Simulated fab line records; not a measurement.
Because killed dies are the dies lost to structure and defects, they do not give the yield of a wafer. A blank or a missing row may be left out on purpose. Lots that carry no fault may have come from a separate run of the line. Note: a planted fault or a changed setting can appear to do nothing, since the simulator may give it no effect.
Matching of chambers    flow n5_finfet    N5_SPACER0_ALD_08 on ald_sin-03: 4 sister chambers
The step deposits SiNx, target thk 2 nm. 20 wafers are shown with their chamber, then 10 later ones without.

== WAFERS PAIRED WITH THEIR CHAMBERS ==
wafer   chamber  heater_power_w (W)
L076.1  0        892
L076.2  1        726
L076.3  3        764
L077.2  1        728
L077.3  3        780
L077.6  2        958
L078.2  1        722
L078.3  2        987
L078.5  0        919
L079.1  2        951
L079.4  1        725
L079.6  3        775
L083.1  3        743
L083.3  2        943
L083.6  3        733
L085.4  1        715
L085.5  1        749
L085.6  2        975
L086.1  3        748
L086.3  0        914

SIGNATURES, as means of the wafers listed above
reading         chamber 0  chamber 1  chamber 2  chamber 3  scatter within a chamber
heater_power_w  908.33     727.50     962.80     757.17     16
Rule: a wafer lies at a distance from a chamber equal to the root of the sum of squares, over the readings, of (its reading less the chamber's mean, divided by the reading's scatter). The wafer belongs to the nearest chamber; if the next one is less than 2 further off, it can't be placed. The scatter: the root of (the sum of the squares of (reading less its chamber's mean) over the shown wafers, divided by (wafers less chambers)).

== WAFERS WHOSE CHAMBER IS MISSING ==
wafer   heater_power_w (W)
L086.4  736
L088.1  915
L088.2  748
L088.6  762
L092.1  739
L092.2  930
L092.6  917
L096.1  965
L096.2  748
L096.5  903

== CHAMBER TAKEN BY EACH ==
wafer   from the rows above      in truth
L086.4  can't be placed: 1 or 3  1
L088.1  0                        0
L088.2  can't be placed: 3 or 1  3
L088.6  can't be placed: 3 or 1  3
L092.1  can't be placed: 1 or 3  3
L092.2  can't be placed: 0 or 2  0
L092.6  0                        0
L096.1  2                        2
L096.2  can't be placed: 3 or 1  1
L096.5  0                        0
4 of 10 placed correctly. Can't be placed from these rows: 6 (the true chamber is among the candidates in 6). 0 placed wrongly.
